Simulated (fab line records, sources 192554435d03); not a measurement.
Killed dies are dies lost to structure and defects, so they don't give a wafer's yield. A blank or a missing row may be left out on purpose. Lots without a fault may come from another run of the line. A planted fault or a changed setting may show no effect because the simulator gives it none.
Split-lot experiment | flow n5_finfet | 7 lots, 21 wafers read, on a route of 1938 steps

THE SPLIT
At N5_BEOL_M6_EXPOSE_08 (exposes mask M6), the setting dose_mj was moved away from the recipe's 68.25 on 9 of the 21 wafers read, by -4.7% to +6.3%. The other wafers ran this setting at the recipe's value.

FROM THE SPLIT TO THE READING: what the file shows between them, 19 steps
- N5_BEOL_M6_PEB_09: peb time 60 s
- N5_BEOL_M6_DEVELOP_10: develop time 30 s
- N5_BEOL_M6_CD_MEAS_11: target cd 38.5 nm
- N5_BEOL_M6_DESCUM_16: chemistry O2, time 7.9 s
- N5_BEOL_M6_ETCH_61: etches SiARC in CF4, target depth 45.5 nm, time 75.8 s
- N5_BEOL_M6_ETCH_62: etches SOC in N2/H2, target depth 110 nm, overetch 22 nm, time 165 s
- N5_BEOL_M6_STRIP_68: strips in N2/H2
- N5_BEOL_M6_STRIP_67: strips in CF4
- N5_BEOL_M6_HM_OPEN_17: chemistry Cl2/BCl3, target TiN, target depth 20 nm, overetch 6 nm
- N5_BEOL_M6_STRIP_19: strips in O2
- N5_BEOL_M6_CD_MEAS_18: pitch 80 nm, target cd 40 nm
- N5_BEOL_M6_TRENCH_ETCH_37: etches SiCOH lowk in C4F6/O2, target depth 94.435 nm, time 31.5 s (also split here: time_s)
- N5_BEOL_M6_ETCH_41: etches SiCN in CH3F/O2, target depth 29.7 nm, time 52 s
- N5_BEOL_M6_STRIP_80: strips in N2/H2, time 10 s
- N5_BEOL_M6_OCD_MEAS_38
- N5_BEOL_M6_HM_STRIP_39: strips TiN in peroxide tin strip, target depth 25 nm, time 158 s
- N5_BEOL_M6_SRD_40: time 30 s
- N5_BEOL_M6_PRECLEAN_42: cleans in residue remover, time 60 s
- N5_BEOL_M6_SRD_43: time 30 s

THE READING
cd_nm, in nm, at N5_BEOL_M6_CD_MEAS_35 (target cd 40 nm, target cd y 28 nm). Fault-free wafers of this fab line usually give 39.9 nm, standard deviation 0.43 nm.

wafer  | tool, chamber at the split | dose_mj as run | against the recipe | cd_nm, nm | against lot-mates on the recipe
L077.1 | arfi_scanner-01, 0         | 70.06          | +2.7%              | 41.2      | +1.3
L077.2 | arfi_scanner-01, 0         | 68.25          | recipe             | 39.9      | -
L077.4 | arfi_scanner-01, 0         | 70.06          | +2.7%              | 41.4      | +1.5
L082.1 | arfi_scanner-02, 0         | 68.25          | recipe             | 40.7      | -
L082.4 | arfi_scanner-02, 0         | 70.74          | +3.6%              | 42.0      | +1.3
L082.5 | arfi_scanner-02, 0         | 68.25          | recipe             | 40.6      | -
L085.1 | arfi_scanner-02, 0         | 68.25          | recipe             | 39.4      | -
L085.3 | arfi_scanner-02, 0         | 68.25          | recipe             | 40.1      | -
L085.4 | arfi_scanner-02, 0         | 72.54          | +6.3%              | 43.2      | +3.5
L086.2 | arfi_scanner-03, 0         | 70.98          | +4.0%              | 41.8      | +2.1
L086.5 | arfi_scanner-03, 0         | 68.25          | recipe             | 39.7      | -
L086.6 | arfi_scanner-03, 0         | 70.98          | +4.0%              | 41.8      | +2.1
L089.1 | arfi_scanner-01, 0         | 68.25          | recipe             | 39.8      | -
L089.3 | arfi_scanner-01, 0         | 68.25          | recipe             | 40.3      | -
L089.4 | arfi_scanner-01, 0         | 68.25          | recipe             | 40.2      | -
L092.2 | arfi_scanner-02, 0         | 71.02          | +4.1%              | 41.8      | +1.5
L092.4 | arfi_scanner-02, 0         | 71.02          | +4.1%              | 42.0      | +1.7
L092.6 | arfi_scanner-02, 0         | 68.25          | recipe             | 40.3      | -
L094.3 | arfi_scanner-02, 0         | 68.25          | recipe             | 39.9      | -
L094.5 | arfi_scanner-02, 0         | 68.25          | recipe             | 40.2      | -
L094.6 | arfi_scanner-02, 0         | 65.02          | -4.7%              | 38.2      | -1.8

THE FIT
A straight line over all 21 wafers: cd_nm changes by +0.45 nm for each +1% of dose_mj; r = +0.97; the points scatter about the line by 0.31 nm.
The same after taking each lot's own level away (the mean of its wafers on the recipe; 21 wafers): +0.464 nm for each +1%; r = +0.98; scatter 0.26 nm.
On that fit, the largest move of dose_mj shifts the reading by 2.9 nm.
The lots' own levels span 39.70 to 40.65 nm, that is 2.2 times the standard deviation above.
So the lot-to-lot level changes the slope little: the two slopes agree.
Check: with one of the wafers moved furthest among these (+6.3%) left out of the fit, the line predicts +2.78 nm for it against its lot-mates. It came out at +3.45 nm against them.

OTHER SPLITS ON THESE WAFERS
These wafers also went through other splits before the reading. Each is held against what the fit with the lots' levels taken away leaves over:
other split on the same wafers   | wafers away from the commonest value | r with cd_nm (lot level and that fit taken away)
N5_BEOL_M6_TRENCH_ETCH_37 time_s | 7                                    | +0.28

THE WHOLE CHAIN: every reading that the file lists as answering this split, in the file's order
step                  | what it does                                                         | reading                                                               | change (the file's fit)               | r (the file's)
N5_BEOL_M6_CD_MEAS_11 | target cd 38.5 nm                                                    | cd_nm                                                                 | +0.51 nm for each +1% of the setting  | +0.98
N5_BEOL_M6_ETCH_61    | etches SiARC in CF4, target depth 45.5 nm, time 75.8 s               | BEOL_M6.cd_offset_nm (the simulator's own value, which no gauge read) | +0.491 nm for each +1% of the setting | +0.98
N5_BEOL_M6_ETCH_62    | etches SOC in N2/H2, target depth 110 nm, overetch 22 nm, time 165 s | BEOL_M6.cd_offset_nm (the simulator's own value, which no gauge read) | +0.481 nm for each +1% of the setting | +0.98
N5_BEOL_M6_CD_MEAS_18 | pitch 80 nm, target cd 40 nm                                         | cd_nm                                                                 | +0.417 nm for each +1% of the setting | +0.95
N5_BEOL_M6_CD_MEAS_35 | target cd 40 nm, target cd y 28 nm                                   | cd_nm                                                                 | +0.474 nm for each +1% of the setting | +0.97

THE FILE'S OWN FIT
cd_nm changes by +0.474 nm for each +1% of dose_mj, r = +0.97.
